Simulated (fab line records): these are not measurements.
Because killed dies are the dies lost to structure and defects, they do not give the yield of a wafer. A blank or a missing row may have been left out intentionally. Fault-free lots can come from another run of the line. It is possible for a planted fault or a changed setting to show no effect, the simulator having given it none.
The same fault as seen by 2 desks -- flow n5Finfet -- only its own numbers are on each desk; what lay behind them is given at the end

## FOR THE TOOL OWNER'S DESK: rieDiel-04
The tool's own readings at N5_BEOL_M4_ETCH_64 (etches SOC in N2/H2, target depth 75 nm, overetch 22.5 nm, time 121.9 s): means of the sampled wafers that have a number, for each lot that ran on this tool. A lot is out of limits, marked OUT, if its mean lies more than 4 standard deviations from the usual mean; the brackets give that distance.
Columns: A = drypumpMotorCurrentA at N5_BEOL_M4_ETCH_64, usual 5.9 A; B = oesProductAu at N5_BEOL_M4_ETCH_64, usual 0.57 a.u.; C = rfVppV at N5_BEOL_M4_ETCH_64, usual 523.7 V; D = showerheadPlenumPTorr at N5_BEOL_M4_ETCH_64, usual 2.54 Torr; E = tempC at N5_BEOL_M4_ETCH_64, usual 40.01 C; F = throttleValvePct at N5_BEOL_M4_ETCH_64, usual 17.79 %
lot,first seen here,A,B,C,D,E,F
L868,day 8 05:26,6.1,0.55,524.2,2.56,39.96,17.62
L869,day 8 20:52,6.2,0.53,525.0,2.58,40.11,17.81
L879,day 11 14:58,6.5,0.50,524.2,2.58,39.97,17.82
L881,day 12 08:29,6.3,0.59,524.6,2.55,39.98,17.53
This desk found nothing out of limits on any of the 4 lots.

## METROLOGY DESK
What the gauges read for every lot (on any tool): the sampled wafers with a number, averaged. A lot is out of limits, marked OUT, if its mean lies more than 4 standard deviations from the usual mean; the brackets give that distance. Shown are 7 of the 13 readings it has, namely the first that went out of limits plus those furthest out on some lot.
Columns: A = trenchDepthNm at N5_BEOL_M4_OCD_MEAS_38, usual 55.3 nm; B = IOFF_N at N5_BEOL_M4_RC_MEAS_101, usual 0.16 nA/um; C = IOFF_P at N5_BEOL_M4_RC_MEAS_101, usual 0.22 nA/um; D = ION_N at N5_BEOL_M4_RC_MEAS_101, usual 673 uA/um; E = ION_P at N5_BEOL_M4_RC_MEAS_101, usual 463 uA/um; F = SS_N at N5_BEOL_M4_RC_MEAS_101, usual 71.7 mV/dec; G = VT_P at N5_BEOL_M4_RC_MEAS_101, usual -249 mV
lot,first seen here,A,B,C,D,E,F,G
L868,day 8 03:54,56.8,0.15,0.20,677,467,71.2,-250
L869,day 8 18:53,54.8,0.19,0.23,679,458,72.2,-250
L872,day 9 10:20,55.4,0.18,0.23,672,464,71.7,-250
L879,day 11 12:53,26.8 (-24) OUT,0.21,0.25,695,472,71.6,-249
L881,day 12 06:52,28.6 (-22) OUT,0.12,0.18,663,460,70.5,-251
L886,day 13 08:40,54.9,0.14,0.22,669,465,71.8,-247
L884,day 13 11:34,55.4,0.22,0.32,697,484,71.8,-242
L885,day 13 14:04,55.9,0.16,0.21,668,459,71.8,-250
This desk finds L879, L881 out of limits, L879 being first, at day 12 11:01 (trenchDepthNm at N5_BEOL_M4_OCD_MEAS_38). Within limits: L868, L869, L872, L886, L884, L885.

## TAKEN TOGETHER
On L879, L881, the metrology desk was in a position to raise an alarm at day 12 11:01.
The tool owner's desk saw nothing out of limits.
Tool owner's desk: L879, L881 on record, inside its limits.
Of the lots named, all ran N5_BEOL_M4_ETCH_64 on rieDiel-04.

## WHAT THE SIMULATOR HAD PUT IN
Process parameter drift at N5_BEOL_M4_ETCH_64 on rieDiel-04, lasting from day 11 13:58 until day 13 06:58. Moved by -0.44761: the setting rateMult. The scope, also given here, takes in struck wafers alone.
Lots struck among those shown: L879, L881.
Delay in hours, fault start to first out-of-limits reading, per desk: metrology desk 21.
